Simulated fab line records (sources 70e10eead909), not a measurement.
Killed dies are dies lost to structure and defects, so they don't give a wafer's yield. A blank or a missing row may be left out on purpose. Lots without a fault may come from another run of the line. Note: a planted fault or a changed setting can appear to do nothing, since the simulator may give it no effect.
Chamber matching :: flow nand-harc :: 4 sister chambers for NHARC_P_GATE_DESCUM_93 on rie-diel-06
The step chemistry O2, time 3 s. 30 wafers are shown with their chamber, then 12 later ones without.

== WAFERS, EACH WITH ITS CHAMBER ==
wafer: L075.3
chamber: 3
showerhead-plenum-p-Torr (Torr): 2.06
drypump-motor-current-A (A): 5.9
oes-product-au (a.u.): 1.001

wafer: L075.4
chamber: 1
showerhead-plenum-p-Torr (Torr): 2.06
drypump-motor-current-A (A): 5.3
oes-product-au (a.u.): 0.992

wafer: L075.5
chamber: 2
showerhead-plenum-p-Torr (Torr): 1.91
drypump-motor-current-A (A): 6.1
oes-product-au (a.u.): 0.994

wafer: L076.1
chamber: 2
showerhead-plenum-p-Torr (Torr): 1.91
drypump-motor-current-A (A): 6.1
oes-product-au (a.u.): 1.014

wafer: L076.2
chamber: 1
showerhead-plenum-p-Torr (Torr): 2.06
drypump-motor-current-A (A): 5.2
oes-product-au (a.u.): 0.996

wafer: L076.3
chamber: 0
showerhead-plenum-p-Torr (Torr): 2.02
drypump-motor-current-A (A): 5.4
oes-product-au (a.u.): 1.019

wafer: L076.4
chamber: 3
showerhead-plenum-p-Torr (Torr): 2.06
drypump-motor-current-A (A): 5.9
oes-product-au (a.u.): 1.005

wafer: L076.5
chamber: 1
showerhead-plenum-p-Torr (Torr): 2.06
drypump-motor-current-A (A): 5.2
oes-product-au (a.u.): 1.003

wafer: L076.6
chamber: 0
showerhead-plenum-p-Torr (Torr): 2.02
drypump-motor-current-A (A): 5.4
oes-product-au (a.u.): 1.014

wafer: L081.1
chamber: 1
showerhead-plenum-p-Torr (Torr): 2.06
drypump-motor-current-A (A): 5.2
oes-product-au (a.u.): 1.004

wafer: L081.2
chamber: 2
showerhead-plenum-p-Torr (Torr): 1.91
drypump-motor-current-A (A): 6.1
oes-product-au (a.u.): 1.006

wafer: L081.5
chamber: 2
showerhead-plenum-p-Torr (Torr): 1.91
drypump-motor-current-A (A): 6.1
oes-product-au (a.u.): 1.009

wafer: L082.1
chamber: 2
showerhead-plenum-p-Torr (Torr): 1.91
drypump-motor-current-A (A): 6.1
oes-product-au (a.u.): 1.008

wafer: L082.4
chamber: 1
showerhead-plenum-p-Torr (Torr): 2.06
drypump-motor-current-A (A): 5.2
oes-product-au (a.u.): 0.999

wafer: L082.5
chamber: 0
showerhead-plenum-p-Torr (Torr): 2.02
drypump-motor-current-A (A): 5.4
oes-product-au (a.u.): 0.994

wafer: L083.1
chamber: 0
showerhead-plenum-p-Torr (Torr): 2.02
drypump-motor-current-A (A): 5.4
oes-product-au (a.u.): 0.995

wafer: L083.2
chamber: 3
showerhead-plenum-p-Torr (Torr): 2.06
drypump-motor-current-A (A): 5.9
oes-product-au (a.u.): 0.991

wafer: L083.3
chamber: 2
showerhead-plenum-p-Torr (Torr): 1.91
drypump-motor-current-A (A): 6.1
oes-product-au (a.u.): 0.999

wafer: L084.1
chamber: 2
showerhead-plenum-p-Torr (Torr): 1.91
drypump-motor-current-A (A): 6.1
oes-product-au (a.u.): 0.994

wafer: L084.3
chamber: 1
showerhead-plenum-p-Torr (Torr): 2.05
drypump-motor-current-A (A): 5.2
oes-product-au (a.u.): 0.992

wafer: L084.5
chamber: 1
showerhead-plenum-p-Torr (Torr): 2.06
drypump-motor-current-A (A): 5.2
oes-product-au (a.u.): 0.997

wafer: L086.1
chamber: 0
showerhead-plenum-p-Torr (Torr): 2.02
drypump-motor-current-A (A): 5.4
oes-product-au (a.u.): 1.003

wafer: L086.3
chamber: 2
showerhead-plenum-p-Torr (Torr): 1.91
drypump-motor-current-A (A): 6.1
oes-product-au (a.u.): 1.016

wafer: L086.6
chamber: 2
showerhead-plenum-p-Torr (Torr): 1.91
drypump-motor-current-A (A): 6.1
oes-product-au (a.u.): 1.010

wafer: L087.3
chamber: 0
showerhead-plenum-p-Torr (Torr): 2.02
drypump-motor-current-A (A): 5.4
oes-product-au (a.u.): 1.005

wafer: L087.4
chamber: 2
showerhead-plenum-p-Torr (Torr): 1.91
drypump-motor-current-A (A): 6.0
oes-product-au (a.u.): 1.004

wafer: L087.6
chamber: 3
showerhead-plenum-p-Torr (Torr): 2.06
drypump-motor-current-A (A): 5.9
oes-product-au (a.u.): 0.994

wafer: L091.1
chamber: 2
showerhead-plenum-p-Torr (Torr): 1.91
drypump-motor-current-A (A): 6.1
oes-product-au (a.u.): 1.005

wafer: L091.3
chamber: 1
showerhead-plenum-p-Torr (Torr): 2.05
drypump-motor-current-A (A): 5.3
oes-product-au (a.u.): 0.994

wafer: L091.4
chamber: 0
showerhead-plenum-p-Torr (Torr): 2.02
drypump-motor-current-A (A): 5.4
oes-product-au (a.u.): 1.009

SIGNATURES (means of the wafers above)
reading: showerhead-plenum-p-Torr
chamber 0: 2.0200
chamber 1: 2.0575
chamber 2: 1.9100
chamber 3: 2.0600
scatter within a chamber: 0.0024

reading: drypump-motor-current-A
chamber 0: 5.400
chamber 1: 5.225
chamber 2: 6.091
chamber 3: 5.900
scatter within a chamber: 0.0304

reading: oes-product-au
chamber 0: 1.00557
chamber 1: 0.99713
chamber 2: 1.00536
chamber 3: 0.99775
scatter within a chamber: 0.00712
Rule: distance of a wafer from a chamber = root of the sum over the readings of ((wafer's reading minus chamber's mean) / reading's scatter) squared. The wafer belongs to the nearest chamber; if the next one is less than 2 further off, it can't be placed. The scatter: the root of (the sum of the squares of (reading less its chamber's mean) over the shown wafers, divided by (wafers less chambers)).

== WAFERS WHOSE CHAMBER IS MISSING ==
wafer: L092.2
showerhead-plenum-p-Torr (Torr): 2.05
drypump-motor-current-A (A): 5.2
oes-product-au (a.u.): 0.994

wafer: L092.3
showerhead-plenum-p-Torr (Torr): 2.06
drypump-motor-current-A (A): 6.0
oes-product-au (a.u.): 1.005

wafer: L092.6
showerhead-plenum-p-Torr (Torr): 1.91
drypump-motor-current-A (A): 6.0
oes-product-au (a.u.): 1.001

wafer: L093.2
showerhead-plenum-p-Torr (Torr): 2.05
drypump-motor-current-A (A): 5.3
oes-product-au (a.u.): 0.994

wafer: L093.5
showerhead-plenum-p-Torr (Torr): 2.02
drypump-motor-current-A (A): 5.4
oes-product-au (a.u.): 1.006

wafer: L093.6
showerhead-plenum-p-Torr (Torr): 2.06
drypump-motor-current-A (A): 5.9
oes-product-au (a.u.): 0.998

wafer: L095.2
showerhead-plenum-p-Torr (Torr): 2.05
drypump-motor-current-A (A): 5.2
oes-product-au (a.u.): 0.996

wafer: L095.4
showerhead-plenum-p-Torr (Torr): 2.02
drypump-motor-current-A (A): 5.4
oes-product-au (a.u.): 1.002

wafer: L095.6
showerhead-plenum-p-Torr (Torr): 1.91
drypump-motor-current-A (A): 6.1
oes-product-au (a.u.): 0.998

wafer: L097.2
showerhead-plenum-p-Torr (Torr): 2.02
drypump-motor-current-A (A): 5.4
oes-product-au (a.u.): 1.007

wafer: L097.3
showerhead-plenum-p-Torr (Torr): 1.91
drypump-motor-current-A (A): 6.1
oes-product-au (a.u.): 1.005

wafer: L097.5
showerhead-plenum-p-Torr (Torr): 2.05
drypump-motor-current-A (A): 5.2
oes-product-au (a.u.): 0.993

== EACH ONE'S CHAMBER ==
wafer: L092.2
from the rows above: 1
in truth: 1

wafer: L092.3
from the rows above: 3
in truth: 3

wafer: L092.6
from the rows above: 2
in truth: 2

wafer: L093.2
from the rows above: 1
in truth: 1

wafer: L093.5
from the rows above: 0
in truth: 0

wafer: L093.6
from the rows above: 3
in truth: 3

wafer: L095.2
from the rows above: 1
in truth: 1

wafer: L095.4
from the rows above: 0
in truth: 0

wafer: L095.6
from the rows above: 2
in truth: 2

wafer: L097.2
from the rows above: 0
in truth: 0

wafer: L097.3
from the rows above: 2
in truth: 2

wafer: L097.5
from the rows above: 1
in truth: 1
Placed correctly: 12 of 12. Number that these rows cannot place: 0. Placed wrongly: 0.
